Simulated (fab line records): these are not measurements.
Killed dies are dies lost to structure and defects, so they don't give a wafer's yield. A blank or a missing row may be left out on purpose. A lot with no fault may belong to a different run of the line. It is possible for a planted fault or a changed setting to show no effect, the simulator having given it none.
A lot that was struck, set against a sound lot :: flow n5Finfet :: 15 steps out of a route of 1938
Sound: these wafers, L365.2, L365.3, L365.5. Struck: wafer L372.5 (left out: L372.2, L372.6 of the same lot, which were not struck); the cause appears at the end.
Each step with rows lists, per side, the tool, then ch with its chambers, then its first start. Under that, the readings that differ: sound wafers :: struck wafers :: difference of the means :: sigmas: that difference in standard deviations of wafers without a fault.
alike: readings with means less than 2 such deviations apart, plus words and numbers identical on both sides. not compared: withheld readings, readings lacking a value on some wafer, bounds such as >300 that could conceal the same value, and numbers that have no deviation in the record and whose values overlap.
The two part at a step that has a row with sigmas, a row that says differs or no value, or rows on one side only. Numbers that have no deviation but don't overlap get no sigmas and don't part them. A reading missing from all wafers of one side parts the sides only when that side holds two or more wafers.

first, 2 steps without rows for these wafers: N5_PASSIVATION_DEVELOP_29 (develop time 60 s); N5_PASSIVATION_HARDBAKE_31 (time 120 s).
N5_PASSIVATION_CD_MEAS_30 targets a cd of 4000 nm.
  sound on cdSem-03 ch 0, day 13 01:46; struck on cdSem-01 ch 0, day 15 10:12
  alike: cdNm
N5_PASSIVATION_OVL_MEAS_63:
  sound on overlay-01 ch 0, day 13 01:47; struck on overlay-01 ch 0, day 15 10:14
  alike: PAD_OVL
N5_PASSIVATION_INSPECT_64: inspects for defects (macro).
  sound on defectInspect-01 at day 13 01:49; struck on defectInspect-02 at day 15 10:15
  alike: rawDefectCount
N5_PASSIVATION_DESCUM_32: chemistry O2, time 7.9 s.
  sound on rieDiel-05 ch 0,2,3, day 13 01:51; struck on rieDiel-05 ch 0, day 15 10:17
  alike: chamberPressureMTorr, drypumpMotorCurrentA, oesProductAu, rfVppV, showerheadPlenumPTorr, throttleValvePct
  not compared: rfHoursCounterH
N5_PASSIVATION_AL_ETCH_33: etches Al in Cl2/BCl3, stops on TaN, target depth 2800 nm, time 466.7 s.
  sound on rieMetal-03 ch 0,1, day 13 01:56; struck on rieMetal-01 ch 1, day 15 10:22
  alike: chamberPressureMTorr, drypumpMotorCurrentA, oesProductAu, throttleValvePct
  not compared: rfHoursCounterH
N5_PASSIVATION_ETCH_59: etches TaN in Cl2/BCl3, target depth 65 nm, time 34.9 s.
  sound on rieMetal-03 ch 0,1, day 13 02:20; struck on rieMetal-01 ch 1, day 15 10:46
  alike: chamberPressureMTorr, drypumpMotorCurrentA, oesProductAu, throttleValvePct
  not compared: rfHoursCounterH
N5_PASSIVATION_STRIP_34: strips in O2.
  sound on rieDiel-05 ch 0,3, day 13 02:28; struck on rieDiel-05 ch 0, day 15 10:57
  alike: chamberPressureMTorr, drypumpMotorCurrentA, oesProductAu, rfVppV, showerheadPlenumPTorr, throttleValvePct
  not compared: rfHoursCounterH
then, 3 steps without rows for these wafers: N5_PASSIVATION_STRIP_51 (strips in post etch residue remover, time 1200 s); N5_PASSIVATION_CLEAN_69 (cleans in IPA, time 180 s); N5_PASSIVATION_SRD_70 (time 30 s).
N5_PASSIVATION_PECVD_53: deposits SiO2 from TEOS/O2, target thk 800 nm, time 169.4 s.
  sound on pecvd-02 ch 0,1,2, day 13 02:58; struck on pecvd-01 ch 2, day 15 11:27
reading: runLengthS (s)
sound: 198.3 197.0 197.9
struck: 102.7
difference: -95.0
sigmas: -99 or more

reading: model.SiO2_of_PASSIVATION_PECVD_53.thkNm (nm)
sound: 783.8 798.8 812.6
struck: 369
difference: -429
sigmas: 
N5_PASSIVATION_PECVD_35: deposits SiNx from SiH4/NH3/N2, target thk 700 nm, time 151.3 s.
  sound on pecvd-02 ch 0,1,2, day 13 03:04; struck on pecvd-01 ch 2, day 15 11:34
  alike: heaterPowerW, runLengthS, showerheadPlenumPTorr, throttleValvePct
next, for these wafers, 1 step has no rows: N5_PASSIVATION_PROBE_49.

== WHERE THEY PART ==
At N5_PASSIVATION_PECVD_53 and nowhere else, as far as this record goes. Later steps at which nothing parts them and some readings are alike: N5_PASSIVATION_PECVD_35.

WHY: whatever the simulator had introduced
pecvd-01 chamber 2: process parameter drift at N5_PASSIVATION_PECVD_53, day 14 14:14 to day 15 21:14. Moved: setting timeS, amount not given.
